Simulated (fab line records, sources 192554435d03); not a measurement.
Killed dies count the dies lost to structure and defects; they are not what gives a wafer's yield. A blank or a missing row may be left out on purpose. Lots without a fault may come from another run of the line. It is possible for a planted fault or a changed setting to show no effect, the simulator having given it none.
Which tool was responsible? | flow n5-finfet | 31 wafers from 11 lots sampled at 5 of the route's 1938 steps

== WHAT THE GAUGES READ, wafer by wafer ==
N5_BEOL_M4_RC_MEAS_101. Usual: DIBL_N 36.3 mV/V, standard deviation 1.7; DIBL_P 36.3 mV/V, standard deviation 2.2; IOFF_N 0.16 nA/um, standard deviation 0.034; IOFF_P 0.21 nA/um, standard deviation 0.038; ION_N 673 uA/um, standard deviation 13; ION_P 461 uA/um, standard deviation 8.3; SS_N 71.5 mV/dec, standard deviation 0.55; SS_P 73.3 mV/dec, standard deviation 0.67; VT_N 250 mV, standard deviation 3.4; VT_P -251 mV, standard deviation 3.5.
lot  | measured     | on        | DIBL_N (mV/V)  | DIBL_P (mV/V)  | IOFF_N (nA/um) | IOFF_P (nA/um) | ION_N (uA/um) | ION_P (uA/um) | SS_N (mV/dec)  | SS_P (mV/dec)  | VT_N (mV)   | VT_P (mV)      | flag
L953 | day 8 01:49  | prober-01 | 40.2 36.2 35.2 | 39.4 35.4 33.2 | 0.24 0.16 0.12 | 0.28 0.19 0.16 | 688 679 653   | 460 461 446   | 72.3 71.2 71.2 | 72.9 72.6 72.5 | 244 250 254 | -246 -251 -254 |
L956 | day 8 19:18  | prober-02 | 33.0 35.9 35.8 | 31.4 35.7 35.9 | 0.10 0.15 0.14 | 0.14 0.19 0.20 | 658 667 672   | 456 461 464   | 71.1 71.4 71.2 | 71.6 73.1 73.4 | 256 253 252 | -255 -254 -253 |
L958 | day 9 13:10  | prober-01 | 34.6 39.0 37.8 | 33.7 39.7 38.0 | 0.13 0.23 0.19 | 0.17 0.27 0.25 | 665 695 684   | 451 472 464   | 71.7 72.1 71.8 | 72.1 73.6 74.3 | 253 245 248 | -254 -248 -248 |
L959 | day 9 16:16  | prober-02 | 35.2 34.3 34.7 | 35.5 34.4 35.5 | 0.16 0.14 0.16 | 0.21 0.19 0.21 | 673 659 670   | 459 455 465   | 70.9 71.2 71.2 | 73.5 71.9 73.0 | 247 251 249 | -252 -253 -251 |
L962 | day 9 21:37  | prober-01 | 39.5 35.5 36.1 | 39.5 35.5 35.8 | 0.22 0.15 0.15 | 0.33 0.23 0.22 | 698 680 677   | 484 472 468   | 72.3 71.4 72.1 | 74.4 73.7 73.2 | 248 248 253 | -241 -245 -247 |
L963 | day 10 00:35 | prober-02 | 36.4 36.1      | 38.1 37.2      | 0.17 0.16      | 0.24 0.21      | 674 667       | 467 455       | 72.1 71.4      | 74.4 74.4      | 252 251     | -249 -252      |
L964 | day 10 21:47 | prober-02 | 35.7 37.9 36.9 | 35.9 37.6 37.3 | 0.16 0.19 0.18 | 0.18 0.21 0.20 | 676 662 679   | 459 452 452   | 71.1 72.6 71.7 | 72.8 73.9 73.5 | 248 249 247 | -253 -251 -253 |
L965 | day 11 02:34 | prober-02 | 39.9 36.0      | 40.9 37.5      | 0.24 0.17      | 0.29 0.23      | 703 685       | 474 474       | 72.0 71.5      | 73.6 73.0      | 242 248     | -246 -247      |
L972 | day 12 22:41 | prober-01 | 36.9 36.8 36.6 | 38.1 37.3 38.4 | 0.18 0.17 0.18 | 0.24 0.22 0.24 | 683 684 682   | 467 467 470   | 71.5 71.8 71.5 | 73.7 73.6 74.0 | 247 248 248 | -249 -248 -246 |
L975 | day 13 05:31 | prober-02 | 36.2 34.7 35.2 | 34.5 33.2 33.5 | 0.15 0.13 0.14 | 0.20 0.17 0.18 | 660 667 661   | 455 455 450   | 72.0 70.9 71.3 | 73.7 73.3 73.4 | 249 250 251 | -250 -255 -251 |
L976 | day 13 08:58 | prober-02 | 36.2 38.1 38.4 | 35.5 37.5 38.9 | 0.14 0.18 0.20 | 0.17 0.20 0.23 | 662 671 693   | 453 455 465   | 71.2 71.8 71.8 | 73.1 73.8 74.1 | 253 248 248 | -256 -251 -253 |

== WHAT TOOL EACH LOT RAN ON (gives the tool, then ch and the chambers of the sampled wafers, and finally the start) ==
lot  | N5_BEOL_M3_SURFACE_TREAT_85  | N5_BEOL_M3_CVD_47                | N5_BEOL_M3_ANNEAL_49         | N5_BEOL_M3_SPUTTER_86
L953 | pvd-sputter-03, day 7 05:58  | cvd-co-01 ch 1,2, day 7 06:02    | pvd-sputter-03, day 7 06:26  | pvd-sputter-03, day 7 07:01
L956 | pvd-sputter-02, day 8 03:45  | cvd-co-02 ch 0,1,2, day 8 03:49  | pvd-sputter-02, day 8 04:03  | pvd-sputter-02, day 8 04:38
L958 | pvd-sputter-01, day 8 19:47  | cvd-co-01 ch 0,1,2, day 8 19:55  | pvd-sputter-01, day 8 20:17  | pvd-sputter-01, day 8 20:52
L959 | pvd-sputter-03, day 8 23:17  | cvd-co-01 ch 0,2, day 8 23:34    | pvd-sputter-02, day 9 00:06  | pvd-sputter-02, day 9 00:41
L962 | pvd-sputter-01, day 9 09:27  | cvd-co-02 ch 0,2, day 9 09:31    | pvd-sputter-01, day 9 09:47  | pvd-sputter-01, day 9 10:22
L963 | pvd-sputter-01, day 9 09:34  | cvd-co-01 ch 0,2, day 9 09:41    | pvd-sputter-03, day 9 10:52  | pvd-sputter-03, day 9 11:26
L964 | pvd-sputter-01, day 10 07:05 | cvd-co-01 ch 0,1,2, day 10 07:22 | pvd-sputter-01, day 10 09:22 | pvd-sputter-01, day 10 09:56
L965 | pvd-sputter-02, day 10 12:10 | cvd-co-01 ch 0, day 10 12:18     | pvd-sputter-01, day 10 12:42 | pvd-sputter-01, day 10 13:17
L972 | pvd-sputter-03, day 12 06:51 | cvd-co-02 ch 0,2, day 12 07:02   | pvd-sputter-03, day 12 07:17 | pvd-sputter-03, day 12 07:52
L975 | pvd-sputter-02, day 12 16:28 | cvd-co-02 ch 0,2, day 12 16:31   | pvd-sputter-02, day 12 16:50 | pvd-sputter-02, day 12 17:25
L976 | pvd-sputter-01, day 12 19:12 | cvd-co-02 ch 0,1,2, day 12 19:16 | pvd-sputter-02, day 12 19:32 | pvd-sputter-02, day 12 20:07
- N5_BEOL_M3_SURFACE_TREAT_85
- N5_BEOL_M3_CVD_47: deposits Co from CCTBA/H2, target thk 3 nm, time 223.8 s.
- N5_BEOL_M3_ANNEAL_49: time 240 s.
- N5_BEOL_M3_SPUTTER_86: material Cu, target thk 4.5 nm, time 8.29 s.

== AS READ BY THE TOOLS THEMSELVES (means over the sampled wafers that have a number; for cases with no such wafer, the mark the record gives instead) ==
N5_BEOL_M3_SURFACE_TREAT_85. Usual: ar-flow-sccm at 30.00 sccm, with a standard deviation of 0.085.
lot  | tool           | ar-flow-sccm (sccm) | flag
L953 | pvd-sputter-03 | 30.00               |
L956 | pvd-sputter-02 | 29.95               |
L958 | pvd-sputter-01 | 30.13               |
L959 | pvd-sputter-03 | 29.97               |
L962 | pvd-sputter-01 | 30.08               |
L963 | pvd-sputter-01 | 29.89               |
L964 | pvd-sputter-01 | 30.05               |
L965 | pvd-sputter-02 | 29.85               |
L972 | pvd-sputter-03 | 29.95               |
L975 | pvd-sputter-02 | 29.98               |
L976 | pvd-sputter-01 | 29.96               |

N5_BEOL_M3_CVD_47. Usual: run-length-s at 246.8 s, with a standard deviation of 0.37.
lot  | tool      | run-length-s (s) | flag
L953 | cvd-co-01 | 246.7            |
L956 | cvd-co-02 | 246.7            |
L958 | cvd-co-01 | 246.8            |
L959 | cvd-co-01 | 247.3            |
L962 | cvd-co-02 | 246.8            |
L963 | cvd-co-01 | 307.9            | OFF
L964 | cvd-co-01 | 328.3            | OFF
L965 | cvd-co-01 | 369.4            | OFF
L972 | cvd-co-02 | 246.6            |
L975 | cvd-co-02 | 247.1            |
L976 | cvd-co-02 | 246.8            |

N5_BEOL_M3_ANNEAL_49. Usual: heater-power-w at 802 W, with a standard deviation of 63.
lot  | tool           | heater-power-w (W) | flag
L953 | pvd-sputter-03 | 814                |
L956 | pvd-sputter-02 | 793                |
L958 | pvd-sputter-01 | 850                |
L959 | pvd-sputter-02 | 718                |
L962 | pvd-sputter-01 | 783                |
L963 | pvd-sputter-03 | 785                |
L964 | pvd-sputter-01 | 764                |
L965 | pvd-sputter-01 | 844                |
L972 | pvd-sputter-03 | 865                |
L975 | pvd-sputter-02 | 746                |
L976 | pvd-sputter-02 | 813                |

N5_BEOL_M3_SPUTTER_86. Usual: substrate-temp-c -19.99 C, standard deviation 0.097; throttle-valve-pct 30.0 %, standard deviation 1.1.
lot  | tool           | substrate-temp-c (C) | throttle-valve-pct (%) | flag
L953 | pvd-sputter-03 | -19.94               | 31.0                   |
L956 | pvd-sputter-02 | -20.05               | 30.1                   |
L958 | pvd-sputter-01 | -20.07               | 29.3                   |
L959 | pvd-sputter-02 | -19.97               | 29.5                   |
L962 | pvd-sputter-01 | -19.94               | 29.9                   |
L963 | pvd-sputter-03 | -20.06               | 30.9                   |
L964 | pvd-sputter-01 | -20.06               | 29.4                   |
L965 | pvd-sputter-01 | -19.98               | 30.9                   |
L972 | pvd-sputter-03 | -20.04               | 29.6                   |
L975 | pvd-sputter-02 | -20.05               | 29.3                   |
L976 | pvd-sputter-02 | -20.00               | 30.1                   |

== THE ANSWER, worked out from the rows above alone ==
Rule: take the mean of a lot's wafers that have a number; if it is more than 3 standard deviations from the usual mean, the lot is off. A lot without any number at a reading at which 4 lots or more have one is off too. Where the step has rows for the other lots, those lots are counted as sound. The gauges are gone through in route order, then the tools' own readings, and for those a lot's mean is taken as printed above. The first step at which some lot is off is used, and at that step the reading that is off furthest; a lot without a number counts as furthest.
Off at N5_BEOL_M3_CVD_47 (run-length-s): L963, L964, L965.
A tool fits if, at that step or a process step before it, it ran every lot that is off, and no sound lot after the first of them. One candidate fits, namely cvd-co-01 at N5_BEOL_M3_CVD_47. Its last sound lot is L959 (day 8 23:34), its first lot that is off L963 (day 9 09:41): a fault that began between those two fits.
On the lots that are off, the tool's own readings at N5_BEOL_M3_CVD_47 differ by more than 5 times the standard deviation of the sound lots' means, which bears it out; run-length-s reads 335.2 s there versus 246.8 s on the sound lots.

== WHAT WAS PUT IN BY THE SIMULATOR ==
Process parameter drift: cvd-co-01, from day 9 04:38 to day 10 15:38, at N5_BEOL_M3_CVD_47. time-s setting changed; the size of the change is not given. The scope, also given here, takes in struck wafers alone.
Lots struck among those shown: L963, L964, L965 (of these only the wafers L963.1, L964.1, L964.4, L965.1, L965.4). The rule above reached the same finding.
